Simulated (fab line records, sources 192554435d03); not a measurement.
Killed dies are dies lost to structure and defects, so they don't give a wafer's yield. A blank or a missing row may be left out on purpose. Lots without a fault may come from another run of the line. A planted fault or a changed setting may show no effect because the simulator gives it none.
Split-lot experiment | flow n5_finfet | 7 lots, 21 wafers read, on a route of 1938 steps

THE SPLIT
At N5_BEOL_M1_HM_DEP_02 (deposits TiN, target thk 20 nm), the setting target_thk_a was moved away from the recipe's 200 angstrom on 5 of the 21 wafers read, by -7.7% to +7.5%. The other wafers ran this setting at the recipe's value.

FROM THE SPLIT TO THE READING: what the file shows between them, 4 steps
- N5_BEOL_M1_COAT_61: time 60 s, resist thk 60 nm
- N5_BEOL_M1_COAT_62: time 60 s, resist thk 12 nm
- N5_BEOL_M1_STRIP_75: strips in N2/H2
- N5_BEOL_M1_STRIP_66: strips in CF4

THE READING
etch.depth_nm (the simulator's own value, which no gauge read), in nm, at N5_BEOL_M1_HM_OPEN_17 (chemistry Cl2/BCl3, target TiN, target depth 20 nm, overetch 6 nm). The file gives no usual value for it. The 16 wafers here that ran the recipe average 19.92 nm, standard deviation 0.2 nm.

wafer  | tool, chamber at the split | target_thk_a as run, angstrom | against the recipe | etch.depth_nm, nm | against lot-mates on the recipe
L076.1 | pvd_sputter-02, -          | 200                           | recipe             | 19.91             | -
L076.3 | pvd_sputter-02, -          | 200                           | recipe             | 19.99             | -
L076.4 | pvd_sputter-02, -          | 200                           | recipe             | 20.06             | -
L086.2 | pvd_sputter-01, -          | 200                           | recipe             | 19.91             | -
L086.3 | pvd_sputter-01, -          | 200                           | recipe             | 20.13             | -
L086.4 | pvd_sputter-01, -          | 200                           | recipe             | 19.84             | -
L087.1 | pvd_sputter-02, -          | 200                           | recipe             | 19.52             | -
L087.2 | pvd_sputter-02, -          | 200                           | recipe             | 19.97             | -
L087.6 | pvd_sputter-02, -          | 200                           | recipe             | 19.76             | -
L089.1 | pvd_sputter-03, -          | 200                           | recipe             | 19.73             | -
L089.4 | pvd_sputter-03, -          | 200                           | recipe             | 19.92             | -
L089.5 | pvd_sputter-03, -          | 184.7                         | -7.7%              | 18.17             | -1.66
L090.2 | pvd_sputter-02, -          | 200                           | recipe             | 19.64             | -
L090.4 | pvd_sputter-02, -          | 200                           | recipe             | 20.08             | -
L090.5 | pvd_sputter-02, -          | 200                           | recipe             | 19.93             | -
L092.2 | pvd_sputter-02, -          | 215.1                         | +7.5%              | 21.44             | +1.47
L092.3 | pvd_sputter-02, -          | 200                           | recipe             | 19.97             | -
L092.4 | pvd_sputter-02, -          | 215.1                         | +7.5%              | 21.36             | +1.39
L094.1 | pvd_sputter-01, -          | 188                           | -6.0%              | 18.7              | -1.67
L094.5 | pvd_sputter-01, -          | 200                           | recipe             | 20.37             | -
L094.6 | pvd_sputter-01, -          | 188                           | -6.0%              | 18.64             | -1.73

THE FIT
A straight line over all 21 wafers: etch.depth_nm changes by +0.207 nm for each +1% of target_thk_a; r = +0.97; the points scatter about the line by 0.18 nm.
The same after taking each lot's own level away (the mean of its wafers on the recipe; 21 wafers): +0.222 nm for each +1%; r = +0.98; scatter 0.18 nm.
On that fit, the largest move of target_thk_a shifts the reading by 1.7 nm.
The lots' own levels span 19.750 to 20.370 nm, that is 3.2 times the standard deviation above.
So the lot-to-lot level changes the slope little: the two slopes agree.
Check: with one of the wafers moved furthest among these (-7.7%) left out of the fit, the line predicts -1.8 nm for it against its lot-mates. It came out at -1.66 nm against them.

OTHER SPLITS ON THESE WAFERS
These wafers also went through other splits before the reading. Each is held against what the fit with the lots' levels taken away leaves over:
other split on the same wafers   | wafers away from the commonest value | r with etch.depth_nm (lot level and that fit taken away)
N5_BEOL_M0_CUTY_COAT_51 spin_rpm | 4                                    | -0.01
N5_BEOL_M0_CUTY_DESCUM_61 time_s | 7                                    | -0.33
N5_BEOL_M1_PECVD_72 time_s       | 11                                   | -0.10

THE WHOLE CHAIN: every reading that the file lists as answering this split, in the file's order
step                  | what it does                                                      | reading                                                                          | change (the file's fit)               | r (the file's)
N5_BEOL_M1_HM_DEP_02  | deposits TiN, target thk 20 nm                                    | TiN_of_BEOL_M1_HM_DEP_02.thk_nm (the simulator's own value, which no gauge read) | +0.223 nm for each +1% of the setting | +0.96
N5_BEOL_M1_HM_OPEN_17 | chemistry Cl2/BCl3, target TiN, target depth 20 nm, overetch 6 nm | etch.depth_nm (the simulator's own value, which no gauge read)                   | +0.223 nm for each +1% of the setting | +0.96

THE FILE'S OWN FIT
etch.depth_nm changes by +0.223 nm for each +1% of target_thk_a, r = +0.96.
